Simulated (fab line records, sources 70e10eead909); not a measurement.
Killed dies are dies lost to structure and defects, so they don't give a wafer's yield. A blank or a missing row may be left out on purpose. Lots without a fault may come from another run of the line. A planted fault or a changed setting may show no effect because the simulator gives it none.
fab line records | flow nand_harc
record lots=5 wafers=15 last_day=22
route steps=1159 shown P_GATE@175 P_CONTACT@217
lots that met no fault: from a run of the same line without faults
start_h: hours from the record's first day to the start of the lot's first wafer shown | wait_h: hours since the lot's step before | " the same as in the row above | L1.1+2: a row that stands for several wafers | - no value, or no start given | * or withheld: withheld | < > ~ a bound
route shown NAME@n: a module of which the file shows steps, and the number in the route of the first | usual: mean/standard deviation of fault-free wafers | same: alike in all rows | chamber/n: place in a boat | sites: the reading at each site | _std_site: their standard deviation | _edge_site: outer sites' mean less inner sites' | radius_mm: how far each site lies from the wafer's centre | mask NAME#n: copy n | behind: the tool/chamber that last shaped the wafer | hold: why the lot was held/for how many hours/how that ended | device: the transistor (n, p or np) that didn't switch | end of line: the same wafers' tests at the end of the route | a step without rows: its recipe alone | killed: dies lost to structure and defects at the first sort, not the wafer's yield | map: a wafer's dies, x killed, . not, _ none there
set.NAME: the setting as run; set.NAME@STEP: as run at that earlier step | model.NAME: the simulator's own value behind a step, which no gauge read
lots at some steps of the route; a table a step, a row a wafer
services: from which hour (start_h, from the record's first day; less than 0 if before it) a tool's chamber was out of use, for how many hours, and why
## steps
# step NHARC_P_GATE_STRIP_75
# recipe power_w=1500 temp_c=250 chemistry=O2
# usual drypump_motor_current_A=5.7/0.32 heater_power_w=354/35
# columns lot.wafer tool chamber start_h wait_h drypump_motor_current_A heater_power_w rf_hours_counter_h
L074.1 plasma_asher-01 1 95.47 0.2 6.1 317 62
L074.3 " 0 " " 5.9 385 -
L074.5 " 0 " " 5.9 387 -
L079.2 plasma_asher-01 0 125.07 0.3 5.9 406 4
L079.3 " 0 " " 5.9 410 -
L079.5 " 0 " " 5.9 403 -
L083.1 plasma_asher-01 0 157.35 0.2 5.9 393 16
L083.3 " 1 " " 6.0 321 -
L083.4 " 0 " " 5.9 405 -
L087.2 plasma_asher-01 1 178.14 0.2 6.1 315 22
L087.3 " 0 " " 5.9 404 -
L087.4 " 1 " " 6.1 314 -
L088.2 plasma_asher-01 1 191.77 0.3 6.1 318 30
L088.4 " 1 " " 6.1 317 -
L088.5 " 0 " " 5.9 401 -
# step NHARC_P_GATE_STRIP_50
# recipe time_s=900 temp_c=130 chemistry=SPM
# same time_s=900
# columns lot.wafer tool chamber start_h wait_h
L074.5+1+3 wet_bench-05 5,6,7 95.61 0.1
L079.3+5+2 wet_bench-03 5,0,2 125.22 0.1
L083.3+4+1 wet_bench-06 4,6,1 157.49 0.1
L087.4+2+3 wet_bench-03 6,1,2 178.27 0.1
L088.5+4+2 wet_bench-06 2,4,5 191.91 0.1
# step NHARC_P_GATE_DEHYDRATE_51
# recipe temp_c=150 time_s=120
# same time_s=120
# columns lot.wafer tool chamber start_h wait_h
L074.1+3+5 litho_track-05 0 95.96 -
L079.2+3+5 litho_track-02 0 125.57 -
L083.1+3+4 litho_track-02 0 157.90 -
L087.2+3+4 litho_track-05 0 178.63 -
L088.2+4+5 litho_track-02 0 192.26 -
# step NHARC_P_GATE_HMDS_52
# recipe time_s=30
# same time_s=30
# columns lot.wafer tool chamber start_h wait_h
L074.1+3+5 litho_track-05 0 - -
L079.2+3+5 litho_track-02 0 - -
L083.1+3+4 litho_track-02 0 - -
L087.2+3+4 litho_track-05 0 - -
L088.2+4+5 litho_track-02 0 - -
# step NHARC_P_GATE_COAT_53
# recipe spin_rpm=3000
# columns lot.wafer tool chamber start_h wait_h
L074.1+3+5 litho_track-05 0 - -
L079.2+3+5 litho_track-02 0 - -
L083.1+3+4 litho_track-02 0 - -
L087.2+3+4 litho_track-05 0 - -
L088.2+4+5 litho_track-02 0 - -
# step NHARC_P_GATE_SOFTBAKE_54
# recipe temp_c=122 time_s=95
# same time_s=95
# columns lot.wafer tool chamber start_h wait_h
L074.1+3+5 litho_track-05 0 - -
L079.2+3+5 litho_track-02 0 - -
L083.1+3+4 litho_track-02 0 - -
L087.2+3+4 litho_track-05 0 - -
L088.2+4+5 litho_track-02 0 - -
# step NHARC_P_GATE_EBR_55
# columns lot.wafer tool chamber start_h wait_h
L074.1+3+5 litho_track-05 0 - -
L079.2+3+5 litho_track-02 0 - -
L083.1+3+4 litho_track-02 0 - -
L087.2+3+4 litho_track-05 0 - -
L088.2+4+5 litho_track-02 0 - -
# step NHARC_P_GATE_EXPOSE_56
# recipe na=0.6 target_cd_nm=720 dose_mj=14.81 mask_id=P_PSD
# columns lot.wafer tool chamber start_h wait_h mask
L074.1+3+5 krf_scanner-03 0 96.23 - P_PSD#0
L079.2+3+5 krf_scanner-01 0 125.84 - P_PSD#0
L083.1+3+4 krf_scanner-01 0 158.04 - P_PSD#0
L087.2+3+4 krf_scanner-03 0 178.90 - P_PSD#0
L088.2+4+5 krf_scanner-01 0 192.54 - P_PSD#0
# step NHARC_P_GATE_PEB_57
# recipe peb_temp_c=118 peb_time_s=85
# columns lot.wafer tool chamber start_h wait_h
L074.1+3+5 litho_track-05 0 96.30 0.1
L079.2+3+5 litho_track-02 0 125.90 0.1
L083.1+3+4 litho_track-02 0 158.11 0.1
L087.2+3+4 litho_track-03 0 178.96 0.1
L088.2+4+5 litho_track-02 0 192.60 0.1
# step NHARC_P_GATE_DEVELOP_58
# recipe time_s=70
# same time_s=70
# columns lot.wafer tool chamber start_h wait_h
L074.1+3+5 litho_track-05 0 - -
L079.2+3+5 litho_track-02 0 - -
L083.1+3+4 litho_track-02 0 - -
L087.2+3+4 litho_track-03 0 - -
L088.2+4+5 litho_track-02 0 - -
# step NHARC_P_GATE_CD_MEAS_59
# recipe target_cd_nm=720 landing_energy_ev=500
# usual cd_nm=718.9/2.1
# columns lot.wafer tool chamber start_h wait_h cd_nm
L074.1 cd_sem-02 0 96.39 - 720.1
L074.3 " 0 " " 719.3
L074.5 " 0 " " 718.7
L079.2 cd_sem-02 0 126.00 - 721.7
L079.3 " 0 " " 718.0
L079.5 " 0 " " 719.0
L083.1 cd_sem-03 0 158.20 - 718.1
L083.3 " 0 " " 717.7
L083.4 " 0 " " 720.8
L087.2 cd_sem-03 0 179.06 - 716.8
L087.3 " 0 " " 720.1
L087.4 " 0 " " 718.7
L088.2 cd_sem-03 0 192.69 - 721.3
L088.4 " 0 " " 714.3
L088.5 " 0 " " 718.5
# step NHARC_P_GATE_HARDBAKE_60
# recipe temp_c=125 time_s=80
# same time_s=80
# columns lot.wafer tool chamber start_h wait_h
L074.1+3+5 litho_track-03 0 96.47 -
L079.2+3+5 litho_track-05 0 126.08 -
L083.1+3+4 litho_track-05 0 158.28 -
L087.2+3+4 litho_track-02 0 179.14 -
L088.2+4+5 litho_track-02 0 192.77 -
# step NHARC_P_GATE_DESCUM_61
# recipe time_s=3 o2_flow_sccm=200 ar_flow_sccm=0 bias_power_w=0 chemistry=O2
# usual drypump_motor_current_A=5.7/0.33 oes_product_au=0.998/0.013 rf_vpp_V=57.8/0.95 showerhead_plenum_p_Torr=1.94/0.079 throttle_valve_pct=11.310/0.0086
# same time_s=3
# columns lot.wafer tool chamber start_h wait_h drypump_motor_current_A oes_product_au rf_hours_counter_h rf_vpp_V showerhead_plenum_p_Torr throttle_valve_pct
L074.1 rie_diel-07 2 96.56 - 6.3 1.008 16 56.8 1.77 11.297
L074.3 " 0 " " 5.3 0.988 17 58.3 2.04 11.312
L074.5 " 2 " " 6.3 1.001 - 57.4 1.77 11.298
L079.3 rie_diel-07 1 126.16 - 5.9 1.008 18 57.6 1.95 11.315
L079.2 " 2 " " 6.3 1.000 25 56.7 1.77 11.320
L079.5 " 2 " " 6.3 1.004 - 55.9 1.77 11.305
L083.1 rie_diel-07 3 158.37 - 5.7 1.021 38 58.3 1.97 11.315
L083.4 " 0 " " 5.3 0.989 35 57.6 2.03 11.306
L083.3 " 1 " " 5.9 1.008 31 58.6 1.95 11.314
L087.2 rie_diel-08 1 179.21 - 5.9 0.984 11 55.7 1.92 11.315
L087.4 " 3 " " 5.4 1.015 13 58.2 2.06 11.304
L087.3 " 0 " " 5.7 0.997 12 57.7 1.95 11.314
L088.4 rie_diel-07 1 192.85 - 5.8 0.988 44 57.2 1.95 11.325
L088.2 " 3 " " 5.7 1.012 49 57.6 1.96 11.294
L088.5 " 1 " " 5.9 0.999 - 57.4 1.95 11.301
# step NHARC_P_GATE_IMPLANT_62
# recipe energy_kev=20 dose_cm2=3e+15 tilt_deg=7
# usual dose_ions_cm2=3e+15/3.7e+12
# columns lot.wafer tool chamber start_h wait_h dose_ions_cm2
L074.1 implanter-01 0 96.70 0.1 2.995e+15
L074.3 " 0 " " 3.002e+15
L074.5 " 0 " " 2.997e+15
L079.2 implanter-02 0 126.36 0.2 2.995e+15
L079.3 " 0 " " 2.996e+15
L079.5 " 0 " " 3.002e+15
L083.1 implanter-02 0 158.50 0.1 3.004e+15
L083.3 " 0 " " 2.999e+15
L083.4 " 0 " " 2.998e+15
L087.2 implanter-01 0 179.39 0.2 2.996e+15
L087.3 " 0 " " 2.999e+15
L087.4 " 0 " " 3.003e+15
L088.2 implanter-01 0 193.02 0.1 2.998e+15
L088.4 " 0 " " 3.001e+15
L088.5 " 0 " " 3.003e+15
# step NHARC_P_GATE_STRIP_112
# recipe power_w=1500 temp_c=110 time_s=200 chemistry=N2/H2
# usual drypump_motor_current_A=5.7/0.33 heater_power_w=95/9
# same time_s=200
# columns lot.wafer tool chamber start_h wait_h drypump_motor_current_A heater_power_w rf_hours_counter_h
L074.1 plasma_asher-02 1 96.96 0.2 5.5 93 27
L074.3 " 0 " " 5.3 89 -
L074.5 " 1 " " 5.4 93 -
L079.2 plasma_asher-02 0 126.56 0.2 5.3 92 36
L079.3 " 0 " " 5.3 89 -
L079.5 " 0 " " 5.3 92 -
L083.1 plasma_asher-01 0 158.76 0.2 5.9 109 16
L083.4 " 0 " " 5.9 111 -
L083.3 " 1 " " 6.1 85 -
L087.2 plasma_asher-02 0 179.63 0.2 5.3 90 54
L087.3 " 1 " " 5.4 94 -
L087.4 " 0 " " 5.3 92 -
L088.2 plasma_asher-02 1 193.35 0.3 5.4 98 1
L088.4 " 1 " " 5.4 100 -
L088.5 " 0 " " 5.2 89 -
# step NHARC_P_GATE_STRIP_76
# recipe power_w=1500 temp_c=250 chemistry=O2
# usual drypump_motor_current_A=5.7/0.33 heater_power_w=353/33
# columns lot.wafer tool chamber start_h wait_h drypump_motor_current_A heater_power_w rf_hours_counter_h
L074.1 plasma_asher-02 1 97.19 0.2 5.5 351 27
L074.3 " 0 " " 5.2 336 -
L074.5 " 1 " " 5.4 338 -
L079.2 plasma_asher-02 0 126.82 0.2 5.2 340 37
L079.3 " 0 " " 5.3 338 -
L079.5 " 0 " " 5.3 347 -
L083.1 plasma_asher-01 0 159.03 0.2 5.9 404 16
L083.4 " 0 " " 5.9 399 -
L083.3 " 1 " " 6.1 312 -
L087.2 plasma_asher-02 0 179.86 0.2 5.2 332 54
L087.3 " 1 " " 5.5 341 -
L087.4 " 0 " " 5.3 333 -
L088.2 plasma_asher-02 1 193.61 0.2 5.4 375 1
L088.4 " 1 " " 5.5 365 -
L088.5 " 0 " " 5.2 336 -
# step NHARC_P_GATE_STRIP_63
# recipe time_s=900 temp_c=130 chemistry=SPM
# same time_s=900
# columns lot.wafer tool chamber start_h wait_h
L074.1+5+3 wet_bench-06 0,1,3 97.34 0.1
L079.2+5+3 wet_bench-05 5,7,1 126.96 0.1
L083.4+1+3 wet_bench-05 2,5,7 159.17 0.1
L087.2+4+3 wet_bench-03 3,4,5 180.01 0.1
L088.4+2+5 wet_bench-05 6,7,2 193.75 0.1
# step NHARC_P_GATE_DEHYDRATE_83
# recipe temp_c=150 time_s=120
# same time_s=120
# columns lot.wafer tool chamber start_h wait_h
L074.1+3+5 litho_track-03 0 97.67 -
L079.2+3+5 litho_track-02 0 127.36 -
L083.1+3+4 litho_track-02 0 159.52 -
L087.2+3+4 litho_track-02 0 180.35 -
L088.2+4+5 litho_track-05 0 194.10 -
# step NHARC_P_GATE_HMDS_84
# recipe time_s=30
# same time_s=30
# columns lot.wafer tool chamber start_h wait_h
L074.1+3+5 litho_track-03 0 - -
L079.2+3+5 litho_track-02 0 - -
L083.1+3+4 litho_track-02 0 - -
L087.2+3+4 litho_track-02 0 - -
L088.2+4+5 litho_track-05 0 - -
# step NHARC_P_GATE_COAT_85
# recipe spin_rpm=3000
# columns lot.wafer tool chamber start_h wait_h
L074.1+3+5 litho_track-03 0 - -
L079.2+3+5 litho_track-02 0 - -
L083.1+3+4 litho_track-02 0 - -
L087.2+3+4 litho_track-02 0 - -
L088.2+4+5 litho_track-05 0 - -
# step NHARC_P_GATE_SOFTBAKE_86
# recipe temp_c=122 time_s=95
# same time_s=95
# columns lot.wafer tool chamber start_h wait_h
L074.1+3+5 litho_track-03 0 - -
L079.2+3+5 litho_track-02 0 - -
L083.1+3+4 litho_track-02 0 - -
L087.2+3+4 litho_track-02 0 - -
L088.2+4+5 litho_track-05 0 - -
# step NHARC_P_GATE_EBR_87
# columns lot.wafer tool chamber start_h wait_h
L074.1+3+5 litho_track-03 0 - -
L079.2+3+5 litho_track-02 0 - -
L083.1+3+4 litho_track-02 0 - -
L087.2+3+4 litho_track-02 0 - -
L088.2+4+5 litho_track-05 0 - -
# step NHARC_P_GATE_EXPOSE_88
# recipe na=0.6 target_cd_nm=2000 dose_mj=11.87 mask_id=P_HVN
# columns lot.wafer tool chamber start_h wait_h mask
L074.1+3+5 krf_scanner-01 0 97.94 - P_HVN#0
L079.2+3+5 krf_scanner-03 0 127.63 - P_HVN#0
L083.1+3+4 krf_scanner-03 0 159.67 - P_HVN#0
L087.2+3+4 krf_scanner-01 0 180.62 - P_HVN#0
L088.2+4+5 krf_scanner-03 0 194.25 - P_HVN#0
# step NHARC_P_GATE_PEB_89
# recipe peb_temp_c=118 peb_time_s=85
# columns lot.wafer tool chamber start_h wait_h
L074.1+3+5 litho_track-02 0 98.01 0.1
L079.2+3+5 litho_track-02 0 127.70 0.1
L083.1+3+4 litho_track-03 0 159.74 0.1
L087.2+3+4 litho_track-02 0 180.68 0.1
L088.2+4+5 litho_track-03 0 194.31 0.1
# step NHARC_P_GATE_DEVELOP_90
# recipe time_s=70
# same time_s=70
# columns lot.wafer tool chamber start_h wait_h
L074.1+3+5 litho_track-02 0 - -
L079.2+3+5 litho_track-02 0 - -
L083.1+3+4 litho_track-03 0 - -
L087.2+3+4 litho_track-02 0 - -
L088.2+4+5 litho_track-03 0 - -
# step NHARC_P_GATE_CD_MEAS_91
# recipe target_cd_nm=2000 landing_energy_ev=500
# usual cd_nm=1999.5/2.8
# columns lot.wafer tool chamber start_h wait_h cd_nm
L074.1 cd_sem-02 0 98.10 - 2002.9
L074.3 " 0 " " 2004.0
L074.5 " 0 " " 2002.9
L079.2 cd_sem-02 0 127.79 - 2000.4
L079.3 " 0 " " 1999.3
L079.5 " 0 " " 2000.1
L083.1 cd_sem-03 0 159.83 - 2000.7
L083.3 " 0 " " 2000.9
L083.4 " 0 " " 1996.4
L087.2 cd_sem-02 0 180.77 - 2004.1
L087.3 " 0 " " 2001.6
L087.4 " 0 " " 2000.0
L088.2 cd_sem-02 0 194.41 - 2000.0
L088.4 " 0 " " 1997.2
L088.5 " 0 " " 1999.8
# step NHARC_P_GATE_HARDBAKE_92
# recipe temp_c=125 time_s=80
# same time_s=80
# columns lot.wafer tool chamber start_h wait_h
L074.1+3+5 litho_track-03 0 98.18 -
L079.2+3+5 litho_track-02 0 127.87 -
L083.1+3+4 litho_track-03 0 159.91 -
L087.2+3+4 litho_track-02 0 180.86 -
L088.2+4+5 litho_track-03 0 194.49 -
# step NHARC_P_GATE_DESCUM_93
# recipe time_s=3 o2_flow_sccm=200 ar_flow_sccm=0 bias_power_w=0 chemistry=O2
# usual drypump_motor_current_A=5.7/0.33 oes_product_au=0.996/0.013 rf_vpp_V=57.9/0.89 showerhead_plenum_p_Torr=1.93/0.085 throttle_valve_pct=11.312/0.0089
# same time_s=3
# columns lot.wafer tool chamber start_h wait_h drypump_motor_current_A oes_product_au rf_hours_counter_h rf_vpp_V showerhead_plenum_p_Torr throttle_valve_pct
L074.1 rie_diel-07 3 98.26 - 5.7 1.014 16 58.6 1.97 11.298
L074.3 " 0 " " 5.3 0.983 18 58.4 2.04 11.315
L074.5 " 3 " " 5.8 1.011 - 58.9 1.97 11.308
L079.3 rie_diel-13 0 128.07 - 5.9 0.988 3 59.0 1.79 11.322
L079.2 " 2 " " 5.4 0.990 3 57.2 1.90 11.308
L079.5 " 1 " " 6.1 0.993 - 58.5 1.93 11.306
L083.4 rie_diel-08 1 160.00 - 5.8 0.976 7 58.4 1.93 11.309
L083.3 " 2 " " 5.1 1.017 7 58.2 1.93 11.312
L083.1 " 3 " " 5.4 1.008 8 57.6 2.06 11.309
L087.2 rie_diel-08 2 180.93 - 5.1 1.000 12 59.0 1.93 11.304
L087.4 " 3 " " 5.4 1.007 13 59.3 2.06 11.312
L087.3 " 0 " " 5.7 0.994 12 59.0 1.95 11.305
L088.2 rie_diel-08 3 194.56 - 5.4 1.012 15 56.4 2.06 11.315
L088.5 " 0 " " 5.7 0.989 - 58.6 1.95 11.317
L088.4 " 1 " " 5.9 0.983 - 58.6 1.92 11.306
# step NHARC_P_GATE_IMPLANT_94
# recipe energy_kev=60 dose_cm2=2e+15 tilt_deg=7
# usual dose_ions_cm2=2.0003e+15/2.2e+12
# columns lot.wafer tool chamber start_h wait_h dose_ions_cm2
L074.1 implanter-02 0 98.41 0.1 1.9992e+15
L074.3 " 0 " " 1.9965e+15
L074.5 " 0 " " 2.0008e+15
L079.2 implanter-01 0 128.24 0.1 1.9972e+15
L079.3 " 0 " " 1.9988e+15
L079.5 " 0 " " 1.9993e+15
L083.1 implanter-02 0 160.13 0.1 1.9997e+15
L083.3 " 0 " " 2.0018e+15
L083.4 " 0 " " 2.0023e+15
L087.2 implanter-02 0 181.11 0.2 2.002e+15
L087.3 " 0 " " 2.0022e+15
L087.4 " 0 " " 2.0031e+15
L088.2 implanter-01 0 194.77 0.2 2.0004e+15
L088.4 " 0 " " 2.0003e+15
L088.5 " 0 " " 1.9976e+15
# step NHARC_P_GATE_STRIP_113
# recipe power_w=1500 temp_c=110 time_s=740 chemistry=N2/H2
# usual drypump_motor_current_A=5.8/0.32 heater_power_w=95/9.5
# same time_s=740
# columns lot.wafer tool chamber start_h wait_h drypump_motor_current_A heater_power_w rf_hours_counter_h
L074.1 plasma_asher-01 1 98.75 0.3 6.0 83 64
L074.3 " 1 " " 6.1 84 -
L074.5 " 1 " " 6.1 84 -
L079.2 plasma_asher-01 1 128.56 0.3 6.1 84 6
L079.3 " 1 " " 6.1 86 -
L079.5 " 0 " " 5.9 106 -
L083.1 plasma_asher-02 0 160.35 0.2 5.3 91 48
L083.4 " 0 " " 5.3 89 -
L083.3 " 1 " " 5.4 94 -
L087.2 plasma_asher-02 1 181.30 0.2 5.5 93 55
L087.3 " 1 " " 5.5 93 -
L087.4 " 0 " " 5.3 91 -
L088.2 plasma_asher-01 0 195.08 0.3 5.9 108 31
L088.4 " 1 " " 6.1 84 -
L088.5 " 0 " " 5.9 109 -
# step NHARC_P_GATE_STRIP_95
# recipe power_w=1500 temp_c=250 chemistry=O2
# usual drypump_motor_current_A=5.8/0.32 heater_power_w=355/37
# columns lot.wafer tool chamber start_h wait_h drypump_motor_current_A heater_power_w rf_hours_counter_h
L074.1 plasma_asher-01 1 99.35 0.5 6.0 308 65
L074.3 " 1 " " 6.0 309 -
L074.5 " 1 " " 6.0 315 -
L079.2 plasma_asher-01 1 129.15 0.5 6.1 314 6
L079.3 " 1 " " 6.1 327 -
L079.5 " 0 " " 5.9 400 -
L083.1 plasma_asher-02 0 161.08 0.6 5.3 337 49
L083.4 " 0 " " 5.3 337 -
L083.3 " 1 " " 5.4 343 -
L087.2 plasma_asher-02 1 182.02 0.6 5.5 355 55
L087.3 " 1 " " 5.5 343 -
L087.4 " 0 " " 5.3 336 -
L088.2 plasma_asher-01 0 195.71 0.5 6.0 414 32
L088.4 " 1 " " 6.1 321 -
L088.5 " 0 " " 6.0 390 -
# step NHARC_P_GATE_STRIP_96
# recipe time_s=900 temp_c=130 chemistry=SPM
# same time_s=900
# columns lot.wafer tool chamber start_h wait_h
L074.1+5+3 wet_bench-03 6,7,0 99.57 0.2
L079.3+2+5 wet_bench-05 2,5,6 129.37 0.2
L083.1+3+4 wet_bench-03 0,2,3 161.31 0.2
L087.2+4+3 wet_bench-03 2,3,4 182.26 0.2
L088.2+5+4 wet_bench-05 7,3,4 195.91 0.2
# step NHARC_P_GATE_RTA_64
# recipe temp_c=1050 time_s=1
# usual anneal_temp_c_max=1056/3.2 lamp_power_pct=34.0/1.9 lamp_zone_2_pct=34.0/1.9 wafer_temp_C_max=1054.5/1.4
# same time_s=1
# columns lot.wafer tool chamber start_h wait_h anneal_temp_c_max lamp_power_pct lamp_zone_2_pct wafer_temp_C_max
L074.1 rtp_anneal-01 0 99.90 - 1057 35.6 35.7 1056.0
L074.3 " 0 " " 1058 35.7 35.7 1054.7
L074.5 " 0 " " 1057 35.6 35.6 1054.5
L079.2 rtp_anneal-01 0 129.78 - 1059 35.6 35.6 1057.4
L079.3 " 0 " " 1056 35.7 35.7 1053.6
L079.5 " 0 " " 1056 35.6 35.6 1054.4
L083.1 rtp_anneal-02 0 161.65 - 1053 31.6 31.7 1053.5
L083.3 " 0 " " 1052 31.7 31.7 1054.0
L083.4 " 0 " " 1053 31.7 31.7 1053.2
L087.2 rtp_anneal-01 0 182.61 - 1059 35.7 35.6 1054.9
L087.3 " 0 " " 1058 35.6 35.7 1057.2
L087.4 " 0 " " 1058 35.7 35.6 1055.8
L088.2 rtp_anneal-01 0 196.29 - 1062 35.6 35.6 1053.4
L088.4 " 0 " " 1055 35.5 35.6 1054.1
L088.5 " 0 " " 1059 35.6 35.5 1055.4
# step NHARC_P_GATE_ETCH_77
# recipe target_depth_a=60 chemistry=dHF material=SiO2
# columns lot.wafer tool chamber start_h wait_h
L074.3+5+1 wet_bench-05 5,6,0 100.11 0.1
L079.5+3+2 wet_bench-03 6,1,2 129.96 0.1
L083.1+3+4 wet_bench-05 7,2,3 162.02 0.3
L087.2+3+4 wet_bench-06 2,3,5 182.80 0.2
L088.2+5+4 wet_bench-06 7,0,4 196.46 0.1
# step NHARC_P_GATE_DEGAS_109
# recipe temp_c=300 time_s=60
# usual heater_power_w=476/46 susceptor_temp_C=299.99/0.19
# same time_s=60
# columns lot.wafer tool chamber start_h wait_h heater_power_w susceptor_temp_C
L074.3 pvd_sputter-02 - 100.21 0.1 487 299.59
L074.1 " - " " 400 300.23
L074.5 " - " " 488 299.87
L079.2 pvd_sputter-03 - 130.07 0.1 452 299.81
L079.3 " - " " 509 300.02
L079.5 " - " " 459 299.79
L083.4 pvd_sputter-02 - 162.13 0.1 414 300.01
L083.3 " - " " 511 300.17
L083.1 " - " " 475 300.03
L087.3 pvd_sputter-03 - 182.89 0.1 541 300.07
L087.4 " - " " 502 299.67
L087.2 " - " " 498 300.16
L088.2 pvd_sputter-03 - 196.56 0.1 524 300.20
L088.4 " - " " 535 299.86
L088.5 " - " " 510 300.12
# step NHARC_P_GATE_PRE_CLEAN_110
# recipe time_s=30 bias_v=200 gas=Ar
# same time_s=30
# columns lot.wafer tool chamber start_h wait_h
L074.3+1+5 pvd_sputter-02 - - -
L079.2+3+5 pvd_sputter-03 - - -
L083.1+4+3 pvd_sputter-02 - - -
L087.4+3+2 pvd_sputter-03 - - -
L088.2+4+5 pvd_sputter-03 - - -
# step NHARC_P_GATE_SPUTTER_78
# recipe target_thk_a=100 material=Ni
# columns lot.wafer tool chamber start_h wait_h
L074.3+1+5 pvd_sputter-02 - - -
L079.2+3+5 pvd_sputter-03 - - -
L083.3+4+1 pvd_sputter-02 - - -
L087.4+2+3 pvd_sputter-03 - - -
L088.2+4+5 pvd_sputter-03 - - -
# step NHARC_P_GATE_SPUTTER_79
# recipe target_thk_a=100 material=TiN
# columns lot.wafer tool chamber start_h wait_h
L074.1+3+5 pvd_sputter-02 - - -
L079.3+2+5 pvd_sputter-03 - - -
L083.3+4+1 pvd_sputter-02 - - -
L087.4+2+3 pvd_sputter-03 - - -
L088.2+4+5 pvd_sputter-03 - - -
# step NHARC_P_GATE_RTA_80
# recipe temp_c=300 time_s=30
# usual anneal_temp_c_max=301.7/0.86 lamp_power_pct=2.02/0.12 lamp_zone_2_pct=2.02/0.12 wafer_temp_C_max=301.3/0.37
# same time_s=30
# columns lot.wafer tool chamber start_h wait_h anneal_temp_c_max lamp_power_pct lamp_zone_2_pct wafer_temp_C_max
L074.1 rtp_anneal-01 0 100.51 - 302.6 2.12 2.12 301.4
L074.3 " 0 " " 303.6 2.12 2.12 301.3
L074.5 " 0 " " 302.2 2.12 2.12 301.5
L079.2 rtp_anneal-02 0 130.51 - 300.9 1.90 1.90 301.2
L079.3 " 0 " " 300.2 1.90 1.90 301.0
L079.5 " 0 " " 300.6 1.89 1.89 300.4
L083.1 rtp_anneal-02 0 162.42 - 301.1 1.88 1.89 300.6
L083.3 " 0 " " 300.7 1.89 1.88 300.9
L083.4 " 0 " " 301.2 1.89 1.89 301.1
L087.2 rtp_anneal-01 0 183.23 - 301.6 2.13 2.12 301.5
L087.3 " 0 " " 301.8 2.12 2.12 301.9
L087.4 " 0 " " 302.4 2.12 2.12 301.1
L088.2 rtp_anneal-01 0 196.89 - 302.1 2.13 2.13 301.6
L088.4 " 0 " " 301.9 2.13 2.13 301.9
L088.5 " 0 " " 302.2 2.13 2.13 301.3
# step NHARC_P_GATE_STRIP_67
# recipe time_s=600 temp_c=130 chemistry=SPM
# same time_s=600
# columns lot.wafer tool chamber start_h wait_h
L074.5+1+3 wet_bench-03 1,3,4 100.72 0.1
L079.3+5+2 wet_bench-03 7,2,4 130.68 0.1
L083.4+3+1 wet_bench-05 2,3,7 162.79 0.1
L087.3+4+2 wet_bench-05 6,7,1 183.40 0.1
L088.5+4+2 wet_bench-03 2,4,6 197.06 0.1
# step NHARC_P_GATE_RTA_82
# recipe temp_c=450 time_s=30
# usual anneal_temp_c_max=452.4/1.4 lamp_power_pct=3.94/0.23 lamp_zone_2_pct=3.94/0.23 wafer_temp_C_max=451.8/0.64
# same time_s=30
# columns lot.wafer tool chamber start_h wait_h anneal_temp_c_max lamp_power_pct lamp_zone_2_pct wafer_temp_C_max
L074.1 rtp_anneal-02 0 100.97 - 451.3 3.71 3.71 451.0
L074.3 " 0 " " 450.9 3.71 3.70 451.1
L074.5 " 0 " " 451.4 3.71 3.71 451.1
L079.2 rtp_anneal-01 0 130.97 - 454.5 4.17 4.17 452.5
L079.3 " 0 " " 453.8 4.17 4.18 452.1
L079.5 " 0 " " 453.1 4.18 4.17 452.6
L083.1 rtp_anneal-01 0 163.12 - 454.3 4.17 4.18 453.2
L083.3 " 0 " " 453.3 4.17 4.17 452.3
L083.4 " 0 " " 453.4 4.17 4.17 451.9
L087.2 rtp_anneal-01 0 183.71 - 453.2 4.17 4.16 452.3
L087.3 " 0 " " 453.7 4.16 4.18 452.2
L087.4 " 0 " " 454.0 4.17 4.17 452.7
L088.2 rtp_anneal-01 0 197.36 - 453.8 4.17 4.17 452.1
L088.4 " 0 " " 454.5 4.17 4.17 452.3
L088.5 " 0 " " 453.0 4.17 4.17 452.3
# step NHARC_P_GATE_INSPECT_68
# usual raw_defect_count=211/78
# columns lot.wafer tool chamber start_h wait_h raw_defect_count
L074.1 defect_inspect-01 - 101.17 0.2 120
L074.3 " - " " 228
L074.5 " - " " 105
L079.2 defect_inspect-02 - 131.14 0.1 278
L079.3 " - " " 259
L079.5 " - " " 353
L083.1 defect_inspect-01 - 163.32 0.2 121
L083.3 " - " " 110
L083.4 " - " " 121
L087.2 defect_inspect-01 - 183.87 0.1 264
L087.3 " - " " 451
L087.4 " - " " 410
L088.2 defect_inspect-02 - 197.52 0.1 148
L088.4 " - " " 256
L088.5 " - " " 152
# step NHARC_P_CONTACT_DEP_30
# recipe target_thk_a=300 temp_c=400 target_thk_nm=30 flow_sccm=200 rf_w=450 material=SiNx
# usual heater_power_w=688/110 susceptor_temp_C=400.00/0.2
# columns lot.wafer tool chamber start_h wait_h heater_power_w susceptor_temp_C
L074.3 pecvd-04 2 101.23 0.1 887 399.69
L074.1 " 0 " " 538 399.99
L074.5 " 1 " " 554 399.95
L079.2 pecvd-03 2 131.20 0.1 600 399.92
L079.3 " 0 " " 727 400.25
L079.5 " 1 " " 678 400.32
L083.3 pecvd-03 0 163.42 0.1 609 399.71
L083.1 " 1 " " 790 400.18
L083.4 " 0 " " 610 400.15
L087.2 pecvd-04 0 183.98 0.1 564 399.92
L087.3 " 1 " " 686 400.06
L087.4 " 2 " " 804 400.23
L088.2 pecvd-02 2 197.59 0.1 551 400.22
L088.5 " 2 " " 541 399.85
L088.4 " 0 " " 730 399.93
## services
# columns tool chamber start_h hours kind
krf_scanner-03 - 72.57 0.6 repair
krf_scanner-01 - 82.24 0.6 repair
pecvd-03 - 82.59 1.6 repair
krf_scanner-01 - 84.00 4.0 pm
implanter-02 - 85.01 13.0 pm
rie_diel-07 - 85.81 1.0 repair
pvd_sputter-03 - 102.00 10.0 pm
implanter-01 - 106.22 3.0 repair
rie_diel-07 3 111.06 4.6 repair
plasma_asher-01 - 119.60 1.0 repair
rie_diel-07 0 119.60 16.2 repair
rie_diel-08 - 124.80 9.0 pm
implanter-02 - 127.86 6.4 repair
wet_bench-06 - 129.60 8.0 pm
pvd_sputter-03 - 131.62 1.7 repair
wet_bench-03 - 146.40 8.0 pm
litho_track-02 - 165.00 7.0 pm
krf_scanner-03 - 168.00 4.0 pm
plasma_asher-02 - 183.10 9.0 pm
krf_scanner-01 - 187.88 0.2 repair
implanter-02 - 188.41 1.8 repair
rie_diel-08 2 191.22 9.6 repair
wet_bench-05 - 196.80 8.0 pm
plasma_asher-01 - 197.43 0.5 repair
## key
fault none
